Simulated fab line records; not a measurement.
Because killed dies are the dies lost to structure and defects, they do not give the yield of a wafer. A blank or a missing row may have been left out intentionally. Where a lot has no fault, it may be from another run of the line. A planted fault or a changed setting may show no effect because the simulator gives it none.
Split-lot experiment -- flow n5Finfet -- on a route of 1938 steps: 7 lots, 21 wafers read

== ABOUT THE SPLIT ==
At N5_BEOL_M0_DEP_125 (deposits SiCN from 3MS/NH3, target thk 8 nm, time 14 s), the setting timeS was moved away from the recipe's 14 s on 5 of the 21 wafers read, by +7.1% to +9.8%. All remaining wafers had this setting at the recipe value.

Reading taken at the split's own step.

== THE READING ==
SiCN_of_BEOL_M0_DEP_125.thkNm (the simulator's own value, which no gauge read), in nm, at N5_BEOL_M0_DEP_125 (deposits SiCN from 3MS/NH3, target thk 8 nm, time 14 s). The file does not state a usual value for it. Here, 16 wafers ran the recipe; their average is 8.0 nm with a standard deviation of 0.18 nm.

wafer,"tool, chamber at the split","timeS as run, s",against the recipe,"SiCN_of_BEOL_M0_DEP_125.thkNm, nm",against lot-mates on the recipe
L075.1,"pecvd-03, 0",14,recipe,7.6,-
L075.2,"pecvd-03, 1,2",14,recipe,7.8,-
L075.3,"pecvd-03, 1,2",14,recipe,7.8,-
L076.1,"pecvd-03, 1",14,recipe,7.8,-
L076.4,"pecvd-03, 2,1",14,recipe,8,-
L076.5,"pecvd-03, 2,1",14,recipe,8,-
L085.1,"pecvd-03, 1",14,recipe,8,-
L085.3,"pecvd-03, 0",14,recipe,8.2,-
L085.6,"pecvd-03, 2",14.99,+7.1%,8.6,+0.5
L087.1,"pecvd-03, 1",15.37,+9.8%,8.8,+0.8
L087.2,"pecvd-03, 2",14,recipe,8,-
L087.3,"pecvd-03, 0",15.37,+9.8%,8.6,+0.6
L089.4,"pecvd-03, 1,0,2",14,recipe,8,-
L089.5,"pecvd-03, 1,0,2",14,recipe,8,-
L089.6,"pecvd-03, 1,0,2",14,recipe,8,-
L090.1,"pecvd-04, 0",14,recipe,8,-
L090.2,"pecvd-04, 2",15.35,+9.6%,9,+0.8
L090.5,"pecvd-04, 0",14,recipe,8.4,-
L091.3,"pecvd-03, 1",15.18,+8.4%,8.8,+0.7
L091.4,"pecvd-03, 0",14,recipe,8,-
L091.5,"pecvd-03, 2",14,recipe,8.2,-
If several chambers appear in one row, that row covers several wafers at once and the file leaves open which wafer was in which chamber.

FIT RESULTS
A straight line over all 21 wafers: SiCN_of_BEOL_M0_DEP_125.thkNm changes by +0.0859 nm for each +1% of timeS; r = +0.89; the points scatter about the line by 0.18 nm.
The same after taking each lot's own level away (the mean of its wafers on the recipe; 21 wafers): +0.0761 nm for each +1%; r = +0.95; scatter 0.1 nm.
The reading moves by 0.74 nm for the largest change in timeS, on that fit.
The span of the lots' own levels, 7.73 to 8.20 nm, comes to 2.6 times the standard deviation stated above.
In other words, the slope is changed by the lot-to-lot level; the two fits disagree.
Check: with one of the wafers moved furthest among these (+9.8%) left out of the fit, the line predicts +0.727 nm for it against its lot-mates. It came out at +0.8 nm against them.

== THESE WAFERS: OTHER SPLITS ==
Other splits were also applied to these wafers ahead of the reading. Each is held against what the fit with the lots' levels taken away leaves over:
other split on the same wafers,wafers away from the commonest value,r with SiCN_of_BEOL_M0_DEP_125.thkNm (lot level and that fit taken away)
N5_BEOL_M0_SAQP_COAT_81 spinRpm,6,+0.04
N5_BEOL_M0_SAQP_SPACER2_ALD_26 targetThkA,7,-0.16
N5_BEOL_M0_SAQP_COAT_87 tempC,7,+0.20

== FILE'S OWN FIT ==
SiCN_of_BEOL_M0_DEP_125.thkNm changes by +0.0775 nm for each +1% of timeS, r = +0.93.
